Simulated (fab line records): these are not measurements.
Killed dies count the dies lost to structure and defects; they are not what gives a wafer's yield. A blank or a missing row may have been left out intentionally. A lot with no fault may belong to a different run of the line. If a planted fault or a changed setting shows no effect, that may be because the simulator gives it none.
Which tool did it? + flow n5_finfet + 12 lots, 36 wafers sampled, at 1 step of a route of 1938

WHAT EACH GAUGE READ, for each wafer
N5_BEOL_M3_OCD_MEAS_38.
| lot  | measured     | on     | trench_depth_nm (nm) |
|------|--------------|--------|----------------------|
| L075 | day 7 23:07  | ocd-02 | 54.5 54.9 55.1       |
| L077 | day 8 16:11  | ocd-01 | 56.7 53.8 56.0       |
| L079 | day 8 19:56  | ocd-01 | 55.6 57.9 55.4       |
| L081 | day 10 03:33 | ocd-02 | 55.9 56.2 56.1       |
| L083 | day 11 16:31 | ocd-02 | 56.3 55.2 57.4       |
| L085 | day 12 08:56 | ocd-01 | 57.2 56.1 57.2       |
| L088 | day 12 14:59 | ocd-02 | 56.3 55.8 55.6       |
| L087 | day 12 18:37 | ocd-01 | 57.0 56.2 56.1       |
| L092 | day 13 00:19 | ocd-02 | 56.0 56.3 55.9       |
| L093 | day 13 06:04 | ocd-01 | 55.9 56.1 55.7       |
| L094 | day 13 07:24 | ocd-02 | 54.7 56.1 57.5       |
| L097 | day 14 14:52 | ocd-02 | 54.7 56.2 55.4       |

WHICH TOOL RAN EACH LOT (tool, then ch and the chambers of the sampled wafers, then the start)
Record: no process step prior to these readings.

THE ANSWER, worked out from the rows above alone
Rule: the lots themselves supply what counts as usual. Put in order of their means at a reading, lots are off if they are a third of the lots or fewer, leave a main group of 4 or more, and stand apart from it by a gap of 3 or more times the standard deviation of the main group's means; of several such gaps the widest counts. A main group whose means are all the same, to the digits that the tables above print for the reading, isn't used. A lot without any number at a reading at which 4 lots or more have one is off too. Any other lot the step has rows for is counted as sound.
No lot is off at any reading shown: from this, nothing can be told.

WHAT THE SIMULATOR HAD PUT IN
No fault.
